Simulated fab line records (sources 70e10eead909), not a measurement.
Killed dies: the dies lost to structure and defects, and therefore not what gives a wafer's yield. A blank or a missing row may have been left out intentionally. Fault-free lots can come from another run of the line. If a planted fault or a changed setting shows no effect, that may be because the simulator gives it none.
Which tool was responsible? | flow nandHarc | 40 wafers from 14 lots sampled at 4 of the route's 1159 steps

WHAT THE GAUGES SHOWED, per wafer
Not one reading of a measure or inspect step in the record can be checked against a usual standard deviation.

WHICH TOOL RAN EACH LOT (tool, then ch and the chambers of the sampled wafers, then the start)
lot  | NHARC_A_CONTACT_STRIP_55                     | NHARC_A_CONTACT_ETCH_76           | NHARC_A_CONTACT_ETCH_77                      | NHARC_A_CONTACT_ETCH_126
L352 | rieDiel-12 ch 1,2, day 16 19:30 or earlier   | rieDiel-11 ch 0,1,3, day 16 19:30 | rieDiel-11 ch 0,2, day 16 20:52 or earlier   | harCapEtch-02 ch 0, day 16 20:52
L350 | rieDiel-11 ch 0,1,2, day 16 23:14 or earlier | rieDiel-11 ch 0,2,3, day 16 23:14 | rieDiel-11 ch 0,2,3, day 17 00:37 or earlier | harCapEtch-01 ch 0,1, day 17 00:37
L351 | rieDiel-13 ch 1,2,3, day 17 03:21 or earlier | rieDiel-11 ch 2,3, day 17 03:21   | rieDiel-11 ch 0,3, day 17 04:37 or earlier   | harCapEtch-03 ch 0, day 17 04:37
L353 | rieDiel-13 ch 1,3, day 17 08:04 or earlier   | rieDiel-11 ch 2,3, day 17 08:04   | rieDiel-11 ch 0,1,2, day 17 09:40 or earlier | harCapEtch-01 ch 0,1, day 17 09:40
L354 | rieDiel-11 ch 1,2, day 18 06:51 or earlier   | rieDiel-11 ch 1,2, day 18 06:51   | rieDiel-11 ch 0,1,2, day 18 08:08 or earlier | harCapEtch-02 ch 0,1, day 18 08:08
L355 | rieDiel-11 ch 0,1, day 18 19:07 or earlier   | rieDiel-13 ch 0,3, day 18 19:07   | rieDiel-13 ch 2,3, day 18 20:26 or earlier   | harCapEtch-02 ch 0,1, day 18 20:26
L357 | rieDiel-11 ch 0,2, day 18 23:33 or earlier   | rieDiel-12 ch 1,3, day 18 23:33   | rieDiel-12 ch 2,3, day 19 00:58 or earlier   | harCapEtch-02 ch 0,1, day 19 00:58
L358 | rieDiel-13 ch 0,3, day 19 01:25 or earlier   | rieDiel-12 ch 2,3, day 19 01:25   | rieDiel-12 ch 1,2,3, day 19 02:42 or earlier | harCapEtch-01 ch 0,1, day 19 02:42
L356 | rieDiel-11 ch 0,2,3, day 19 05:22 or earlier | rieDiel-13 ch 0,2,3, day 19 05:22 | rieDiel-13 ch 0,1,3, day 19 06:49 or earlier | harCapEtch-03 ch 0,1, day 19 06:49
L360 | rieDiel-13 ch 0,1,2, day 19 12:48 or earlier | rieDiel-13 ch 0,3, day 19 12:48   | rieDiel-13 ch 0,2,3, day 19 14:07 or earlier | harCapEtch-03 ch 0,1, day 19 14:07
L361 | rieDiel-12 ch 0,1,2, day 19 13:42 or earlier | rieDiel-11 ch 1,2,3, day 19 13:42 | rieDiel-11 ch 0,1,2, day 19 14:59 or earlier | harCapEtch-01 ch 0,1, day 19 14:59
L364 | rieDiel-11 ch 0,2,3, day 20 16:04 or earlier | rieDiel-11 ch 0,2,3, day 20 16:04 | rieDiel-11 ch 0,1,2, day 20 17:20 or earlier | harCapEtch-01 ch 0,1, day 20 17:20
L368 | rieDiel-12 ch 0,1, day 21 05:34 or earlier   | rieDiel-11 ch 1,3, day 21 05:34   | rieDiel-11 ch 0,2, day 21 07:01 or earlier   | harCapEtch-03 ch 0,1, day 21 07:01
L369 | rieDiel-13 ch 0,2, day 21 05:53 or earlier   | rieDiel-11 ch 1,2, day 21 05:53   | rieDiel-11 ch 0,2, day 21 07:31 or earlier   | harCapEtch-01 ch 0,1, day 21 07:31
- NHARC_A_CONTACT_STRIP_55: strips in O2.
- NHARC_A_CONTACT_ETCH_76: etches the open film in N2/H2, target depth 260 nm, time 475.3 s.
- NHARC_A_CONTACT_ETCH_77: etches the open film in CF4/CHF3, target depth 72.6 nm, time 36.3 s.
- NHARC_A_CONTACT_ETCH_126: etches the open film in C4F8/O2/Ar, time 155 s, target depth 956 nm.

WHAT THE TOOLS THEMSELVES READ (means of the sampled wafers that have a number; where no wafer has one, the mark that the record gives instead)
NHARC_A_CONTACT_STRIP_55.
lot  | tool       | drypumpMotorCurrentA (A) | oesProductAu (a.u.) | rfVppV (V) | showerheadPlenumPTorr (Torr) | throttleValvePct (%)
L352 | rieDiel-12 | 6.2                      | 0.999               | 58.0       | 3.33                         | 17.037
L350 | rieDiel-11 | 5.8                      | 0.992               | 58.4       | 3.56                         | 17.041
L351 | rieDiel-13 | 6.0                      | 1.008               | 57.0       | 3.53                         | 17.041
L353 | rieDiel-13 | 6.0                      | 1.006               | 57.6       | 3.65                         | 17.038
L354 | rieDiel-11 | 5.4                      | 0.974               | 57.4       | 3.46                         | 17.025
L355 | rieDiel-11 | 6.4                      | 0.996               | 57.9       | 3.60                         | 17.035
L357 | rieDiel-11 | 5.2                      | 0.980               | 57.0       | 3.52                         | 17.036
L358 | rieDiel-13 | 5.8                      | 1.019               | 57.3       | 3.71                         | 17.031
L356 | rieDiel-11 | 5.7                      | 0.996               | 56.6       | 3.53                         | 17.043
L360 | rieDiel-13 | 5.8                      | 1.015               | 58.1       | 3.55                         | 17.037
L361 | rieDiel-12 | 5.8                      | 1.010               | 57.1       | 3.48                         | 17.045
L364 | rieDiel-11 | 5.7                      | 0.995               | 57.6       | 3.52                         | 17.031
L368 | rieDiel-12 | 5.5                      | 1.011               | 58.2       | 3.56                         | 17.027
L369 | rieDiel-13 | 6.0                      | 1.029               | 58.2       | 3.76                         | 17.042

NHARC_A_CONTACT_ETCH_76.
lot  | tool       | drypumpMotorCurrentA (A) | oesProductAu (a.u.) | rfVppV (V) | runLengthS (s) | showerheadPlenumPTorr (Torr) | throttleValvePct (%)
L352 | rieDiel-11 | 6.3                      | 1.006               | 430.7      | 496.6          | 2.07                         | 14.164
L350 | rieDiel-11 | 5.7                      | 1.001               | 430.8      | 496.5          | 2.04                         | 14.162
L351 | rieDiel-11 | 5.3                      | 0.983               | 428.8      | 496.5          | 1.98                         | 14.175
L353 | rieDiel-11 | 5.8                      | 1.005               | 428.6      | 496.4          | 1.98                         | 14.182
L354 | rieDiel-11 | 5.4                      | 0.983               | 429.7      | 496.6          | 2.00                         | 14.175
L355 | rieDiel-13 | 5.8                      | 1.022               | 433.9      | 495.9          | 2.15                         | 14.177
L357 | rieDiel-12 | 6.0                      | 1.007               | 427.6      | 496.7          | 1.93                         | 14.164
L358 | rieDiel-12 | 6.0                      | 0.999               | 426.2      | 496.5          | 1.89                         | 14.164
L356 | rieDiel-13 | 6.1                      | 1.019               | 430.8      | 496.1          | 2.05                         | 14.170
L360 | rieDiel-13 | 5.8                      | 1.018               | 433.7      | 496.2          | 2.15                         | 14.176
L361 | rieDiel-11 | 5.9                      | 0.993               | 429.4      | 496.3          | 2.00                         | 14.164
L364 | rieDiel-11 | 5.7                      | 0.982               | 429.3      | 496.5          | 2.04                         | 14.178
L368 | rieDiel-11 | 6.4                      | 1.000               | 429.2      | 352.2          | 2.01                         | 14.180
L369 | rieDiel-11 | 5.7                      | 0.987               | 430.5      | 424.2          | 2.00                         | 14.175

NHARC_A_CONTACT_ETCH_77.
lot  | tool       | drypumpMotorCurrentA (A) | oesProductAu (a.u.) | rfVppV (V) | runLengthS (s) | showerheadPlenumPTorr (Torr) | throttleValvePct (%)
L352 | rieDiel-11 | 5.2                      | 0.948               | 370.4      | 57.8           | 1.57                         | 16.803
L350 | rieDiel-11 | 5.7                      | 0.919               | 370.2      | 57.6           | 1.58                         | 16.799
L351 | rieDiel-11 | 6.0                      | 0.957               | 372.8      | 57.8           | 1.62                         | 16.791
L353 | rieDiel-11 | 5.8                      | 0.959               | 371.6      | 57.8           | 1.59                         | 16.803
L354 | rieDiel-11 | 5.8                      | 0.908               | 371.6      | 57.8           | 1.59                         | 16.805
L355 | rieDiel-13 | 6.4                      | 0.943               | 369.1      | 57.5           | 1.57                         | 16.804
L357 | rieDiel-12 | 6.1                      | 0.965               | 367.0      | 57.8           | 1.47                         | 16.803
L358 | rieDiel-12 | 6.0                      | 0.967               | 367.4      | 57.8           | 1.48                         | 16.807
L356 | rieDiel-13 | 5.7                      | 0.934               | 373.1      | 57.5           | 1.64                         | 16.803
L360 | rieDiel-13 | 6.0                      | 0.937               | 371.0      | 57.3           | 1.58                         | 16.805
L361 | rieDiel-11 | 5.8                      | 0.955               | 371.0      | 57.9           | 1.59                         | 16.800
L364 | rieDiel-11 | 5.8                      | 0.913               | 370.1      | 57.8           | 1.59                         | 16.800
L368 | rieDiel-11 | 5.4                      | 0.899               | 371.2      | 57.8           | 1.59                         | 16.807
L369 | rieDiel-11 | 5.3                      | 0.938               | 371.2      | 58.2           | 1.59                         | 16.802

THE ANSWER, worked out from the rows above alone
Rule: the lots themselves supply what counts as usual. Put in order of their means at a reading, lots are off if they are a third of the lots or fewer, leave a main group of 4 or more, and stand apart from it by a gap of 3 or more times the standard deviation of the main group's means; of several such gaps the widest counts. The tables above print the reading to a certain number of digits; a main group whose means all agree to those digits is not used. A lot without any number at a reading at which 4 lots or more have one is off too. Any other lot the step has rows for is counted as sound. After the gauges, taken in route order, come the tools' own readings; for these a lot's mean is taken, as printed above. At the first step where some lot is off, the reading lying furthest off is the one used; lots without a number count as furthest.
Off: L368, L369 (NHARC_A_CONTACT_ETCH_76, runLengthS). For the main group the mean is 496.4 s and the standard deviation 0.22.
A tool fits if, at that step or a process step before it, it ran every lot that is off, and no sound lot after the first of them. Because NHARC_A_CONTACT_STRIP_55 lacks a start for some lots, the hours and order of its lots are taken from NHARC_A_CONTACT_ETCH_76. One fits: rieDiel-11 at NHARC_A_CONTACT_ETCH_76. A fault onset in the window from L364 (day 20 16:04, its last sound lot) to L368 (day 21 05:34, its first lot off) fits.
The tool's own readings at NHARC_A_CONTACT_ETCH_76 bear it out: on the lots that are off they differ by more than 5 times the standard deviation of the sound lots' means. runLengthS reads 388.2 s there against 496.4 s on the sound lots.

WHAT THE SIMULATOR PUT IN
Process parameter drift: rieDiel-11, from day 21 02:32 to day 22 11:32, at NHARC_A_CONTACT_ETCH_76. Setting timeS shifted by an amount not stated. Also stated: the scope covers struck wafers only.
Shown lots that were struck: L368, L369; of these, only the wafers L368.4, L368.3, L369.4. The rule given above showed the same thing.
